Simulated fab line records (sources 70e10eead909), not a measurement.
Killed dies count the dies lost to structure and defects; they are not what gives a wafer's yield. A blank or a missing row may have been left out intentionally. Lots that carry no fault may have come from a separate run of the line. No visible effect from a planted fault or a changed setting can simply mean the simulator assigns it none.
Which tool is to blame?    flow nand harc    at 1 step of a route of 1159, 23 lots with 69 wafers sampled

== WHAT EACH GAUGE READ, for each wafer ==
NHARC_A_ONON_D1_THK_MEAS_30: measures by ellipsometry. Usual: thk nm at 997 nm, with a standard deviation of 11.
lot   measured      on             thk nm (nm)     flag
L074  day 7 14:02   film metro-01  1000 1000 1002  
L075  day 8 09:07   film metro-01  985 987 985     
L076  day 8 09:07   film metro-02  1009 1008 1008  
L077  day 8 09:07   film metro-01  1007 1006 1005  
L078  day 9 08:56   film metro-01  988 987 988     
L079  day 9 08:58   film metro-02  1003 1004 1003  
L080  day 9 21:04   film metro-02  987 985 987     
L081  day 10 04:17  film metro-01  969 971 969     
L083  day 10 04:20  film metro-01  996 996 993     
L082  day 10 04:28  film metro-02  1015 1013 1012  
L084  day 10 14:26  film metro-02  987 988 988     
L085  day 11 04:35  film metro-01  1000 1002 999   
L088  day 11 04:35  film metro-02  987 988 987     
L086  day 11 19:59  film metro-02  1001 1000 1000  
L090  day 12 02:17  film metro-01  993 991 992     
L089  day 12 02:17  film metro-02  997 998 999     
L093  day 12 10:00  film metro-02  1010 1008 1005  
L091  day 12 10:01  film metro-01  991 992 993     
L092  day 12 10:01  film metro-02  1016 1015 1015  
L095  day 12 23:15  film metro-02  999 997 997     
L094  day 12 23:28  film metro-02  1001 1003 1002  
L097  day 13 09:03  film metro-01  1012 1012 1010  
L096  day 13 09:07  film metro-01  1005 1004 1002  

== WHICH TOOL RAN EACH LOT (tool, then ch and the chambers of the sampled wafers, then the start) ==
No process step before these readings appears in the record.

== WHAT THE TOOLS THEMSELVES READ (means of the sampled wafers that have a number; where no wafer has one, the mark that the record gives instead) ==
The record holds no such reading with a usual standard deviation.

== THE ANSWER, worked out from the rows above alone ==
Rule: a lot is off if the mean of its wafers that have a number lies more than 3 standard deviations from the usual mean. A lot without any number at a reading at which 4 lots or more have one is off too. Where the step has rows for the other lots, those lots are counted as sound. Order of review: gauges by route order, followed by the tools' own readings, for which a lot's mean as printed above is used. The first step at which some lot is off is used, and at that step the reading that is off furthest; a lot without a number counts as furthest.
Nothing can be told from this: no lot is off at any reading shown.

== WHAT THE SIMULATOR PUT IN ==
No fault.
